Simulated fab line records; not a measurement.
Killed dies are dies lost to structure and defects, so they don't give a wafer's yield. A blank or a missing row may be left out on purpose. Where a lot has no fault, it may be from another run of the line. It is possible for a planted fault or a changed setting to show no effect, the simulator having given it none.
Lot-split experiment	flow n5Finfet	21 wafers read from 7 lots, route of 1938 steps

== SPLIT DETAILS ==
At N5_MOL_CONTACT_COAG_ETCH_47 (etches SiNx in CH3F/O2, stops on W, target depth 27 nm), the setting sourceW was moved away from the recipe's 395 W on 7 of the 21 wafers read, by -17.3% to +7.9%. For the rest of the wafers, this setting stayed at what the recipe calls for.

The split's own step is where the reading is taken.

== THE READING ==
rfVppV, in V, at N5_MOL_CONTACT_COAG_ETCH_47 (etches SiNx in CH3F/O2, stops on W, target depth 27 nm). A value of 297.0 V with a standard deviation of 2.1 V is what fault-free wafers of this fab line usually give.

wafer	tool, chamber at the split	sourceW as run, W	against the recipe	rfVppV, V	against lot-mates on the recipe
L074.1	rieDiel-02, 1	395	recipe	299.9	-
L074.3	rieDiel-02, 3	341	-13.7%	316.9	+19.6
L074.5	rieDiel-02, 2	395	recipe	294.7	-
L075.1	rieDiel-02, 0	395	recipe	296.1	-
L075.3	rieDiel-02, 2	395	recipe	293.7	-
L075.6	rieDiel-02, 3	348.7	-11.7%	315.6	+20.7
L076.3	rieDiel-01, 3	426.4	+7.9%	290.0	-2.7
L076.5	rieDiel-01, 3	426.4	+7.9%	288.5	-4.2
L076.6	rieDiel-01, 2	395	recipe	292.7	-
L079.1	rieDiel-02, 1	395	recipe	299.8	-
L079.5	rieDiel-02, 2	395	recipe	293.5	-
L079.6	rieDiel-02, 3	395	recipe	297.0	-
L089.2	rieDiel-05, 0	395	recipe	294.3	-
L089.4	rieDiel-05, 0	395	recipe	294.7	-
L089.5	rieDiel-05, 2	395	recipe	296.7	-
L091.1	rieDiel-05, 0	333	-15.7%	317.9	+21.4
L091.3	rieDiel-05, 3	395	recipe	296.5	-
L091.5	rieDiel-05, 0	333	-15.7%	318.5	+22.0
L096.2	rieDiel-02, 0	395	recipe	296.5	-
L096.3	rieDiel-02, 3	326.7	-17.3%	323.9	+26.0
L096.5	rieDiel-02, 1	395	recipe	299.3	-

THE FIT
A straight line over all 21 wafers: rfVppV changes by -1.41 V for each +1% of sourceW; r = -0.97; the points scatter about the line by 2.5 V.
The same after taking each lot's own level away (the mean of its wafers on the recipe; 21 wafers): -1.31 V for each +1%; r = -0.96; scatter 2.8 V.
That fit puts the effect of the largest move of sourceW on the reading at 23 V.
The lots' own levels span 292.70 to 297.90 V, that is 2.5 times the standard deviation above.
Consequently the slope shifts little with the lot-to-lot level, the two slopes agreeing.
Check: +23.2 V against its lot-mates is what the line predicts for one of the wafers moved furthest among these (-17.3%) when that wafer is left out of the fit. It came out at +26 V against them.
Tool readings at the split's step, against how far the setting was moved: etchRfOnTimeS r = -0.91; rfVppV r = -0.97.

== THESE WAFERS: OTHER SPLITS ==
These wafers also went through other splits before the reading. Each is held against what the fit with the lots' levels taken away leaves over:
other split on the same wafers	wafers away from the commonest value	r with rfVppV (lot level and that fit taken away)
N5_MOL_CONTACT_COAG_ALD_27 aldCycles	6	-0.32
N5_MOL_CONTACT_COAG_COAT_75 spinRpm	7	-0.03

== THE WHOLE CHAIN: every reading that the file lists as answering this split, in the file's order ==
step	what it does	reading	change (the file's fit)	r (the file's)
N5_MOL_CONTACT_COAG_ETCH_47	etches SiNx in CH3F/O2, stops on W, target depth 27 nm	etchRfOnTimeS	withheld for each +1% of the setting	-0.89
N5_MOL_CONTACT_COAG_ETCH_47	etches SiNx in CH3F/O2, stops on W, target depth 27 nm	rfVppV	-1.42 V for each +1% of the setting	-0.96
N5_MOL_CONTACT_COAG_ETCH_47	etches SiNx in CH3F/O2, stops on W, target depth 27 nm	etch.tClearS (the simulator's own value, which no gauge read)	-0.107 s for each +1% of the setting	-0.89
N5_MOL_CONTACT_COAG_ETCH_47	etches SiNx in CH3F/O2, stops on W, target depth 27 nm	etch.overEtchS (the simulator's own value, which no gauge read)	-0.0214 s for each +1% of the setting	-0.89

== FILE'S OWN FIT ==
rfVppV changes by -1.42 V for each +1% of sourceW, r = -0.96.
